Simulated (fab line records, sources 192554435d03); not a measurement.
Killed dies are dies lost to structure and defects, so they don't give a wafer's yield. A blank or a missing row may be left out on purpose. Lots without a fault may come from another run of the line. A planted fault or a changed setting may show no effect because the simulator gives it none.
Chamber matching | flow n5_finfet | N5_BEOL_M7_CURE_74 on uv_cure-03: 3 sister chambers
The step cures SiCOH lowk, time 240 s. 3 wafers are shown with their chamber, then 11 later ones without.

WAFERS WITH THEIR CHAMBER
wafer  | chamber | wafer_temp_C_max
L083.6 | 0       | 387.9
L087.6 | 1       | 386.0
L089.3 | 2       | 387.5

WAFERS WITHOUT THEIR CHAMBER
wafer  | wafer_temp_C_max
L089.5 | 387.1
L089.6 | 387.8
L090.1 | 386.3
L090.4 | 386.0
L090.5 | 386.4
L095.1 | 387.8
L095.5 | 387.2
L095.6 | 387.8
L096.1 | 387.4
L096.2 | 387.0
L096.4 | 387.1

WHICH CHAMBER EACH WENT THROUGH
wafer  | from the rows above          | in truth
L089.5 | can't be placed: 2 or 0      | 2
L089.6 | can't be placed: 0 or 2      | 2
L090.1 | 1                            | 1
L090.4 | 1                            | 1
L090.5 | 1                            | 1
L095.1 | can't be placed: 0 or 2      | 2
L095.5 | can't be placed: 2 or 0      | 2
L095.6 | can't be placed: 0 or 2      | 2
L096.1 | can't be placed: 2 or 0      | 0
L096.2 | can't be placed: 2 or 0 or 1 | 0
L096.4 | can't be placed: 2 or 0      | 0
Placed correctly: 3 of 11. Can't be placed from these rows: 8 (the true chamber is among the candidates in 8). Placed wrongly: 0.
How it was worked out, from the rows above alone: a wafer's distance from a chamber is the root of the sum, over the readings, of the square of ((its reading less the chamber's mean) divided by the reading's scatter). The wafer belongs to the nearest chamber; if the next one is less than 2 further off, it can't be placed. A chamber's mean is the mean of its shown wafers. The scatter: with one shown wafer a chamber, the root of the mean of the squares of how far each hidden wafer lies from its nearest shown one.
